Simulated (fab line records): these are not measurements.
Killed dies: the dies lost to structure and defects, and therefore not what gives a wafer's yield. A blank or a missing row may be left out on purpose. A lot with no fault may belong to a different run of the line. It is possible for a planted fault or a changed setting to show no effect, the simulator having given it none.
Chamber matching / flow nand-harc / rie-diel-01 running NHARC_A_STAIRCASE_DESCUM_291: 4 sister chambers
The step chemistry O2, time 3 s. 7 wafers are shown with their chamber, then 9 later ones without.

WAFERS WITH THEIR CHAMBER
wafer=L083.1; chamber=3; showerhead-plenum-p-Torr (Torr)=2.07; drypump-motor-current-A (A)=6.8
wafer=L085.5; chamber=0; showerhead-plenum-p-Torr (Torr)=1.85; drypump-motor-current-A (A)=5.4
wafer=L089.2; chamber=1; showerhead-plenum-p-Torr (Torr)=1.82; drypump-motor-current-A (A)=5.8
wafer=L089.6; chamber=2; showerhead-plenum-p-Torr (Torr)=1.96; drypump-motor-current-A (A)=5.8
wafer=L092.2; chamber=2; showerhead-plenum-p-Torr (Torr)=1.95; drypump-motor-current-A (A)=5.9
wafer=L092.3; chamber=0; showerhead-plenum-p-Torr (Torr)=1.84; drypump-motor-current-A (A)=5.3
wafer=L092.4; chamber=1; showerhead-plenum-p-Torr (Torr)=1.82; drypump-motor-current-A (A)=5.8

WAFERS WITH NO CHAMBER GIVEN
wafer=L092.1; showerhead-plenum-p-Torr (Torr)=2.06; drypump-motor-current-A (A)=6.8
wafer=L092.5; showerhead-plenum-p-Torr (Torr)=1.95; drypump-motor-current-A (A)=5.9
wafer=L092.6; showerhead-plenum-p-Torr (Torr)=2.06; drypump-motor-current-A (A)=6.8
wafer=L095.1; showerhead-plenum-p-Torr (Torr)=1.95; drypump-motor-current-A (A)=5.8
wafer=L095.2; showerhead-plenum-p-Torr (Torr)=1.84; drypump-motor-current-A (A)=5.4
wafer=L095.5; showerhead-plenum-p-Torr (Torr)=1.82; drypump-motor-current-A (A)=5.8
wafer=L094.1; showerhead-plenum-p-Torr (Torr)=1.95; drypump-motor-current-A (A)=5.8
wafer=L094.3; showerhead-plenum-p-Torr (Torr)=1.84; drypump-motor-current-A (A)=5.4
wafer=L094.6; showerhead-plenum-p-Torr (Torr)=1.84; drypump-motor-current-A (A)=5.4

WHICH CHAMBER EACH ONE RAN IN
wafer=L092.1; from the rows above=3; in truth=3
wafer=L092.5; from the rows above=2; in truth=2
wafer=L092.6; from the rows above=3; in truth=3
wafer=L095.1; from the rows above=2; in truth=2
wafer=L095.2; from the rows above=0; in truth=0
wafer=L095.5; from the rows above=1; in truth=1
wafer=L094.1; from the rows above=2; in truth=2
wafer=L094.3; from the rows above=0; in truth=0
wafer=L094.6; from the rows above=0; in truth=0
Correctly placed: 9 of 9. From these rows, 0 cannot be placed. 0 placed wrongly.
How it was worked out, from the rows above alone: a wafer's distance from a chamber is the root of the sum, over the readings, of the square of ((its reading less the chamber's mean) divided by the reading's scatter). The wafer belongs to the nearest chamber; if the next one is less than 2 further off, it can't be placed. Each chamber's mean is taken over the wafers shown for it. The scatter: the root of (the sum of the squares of (reading less its chamber's mean) over the shown wafers, divided by (wafers less chambers)).
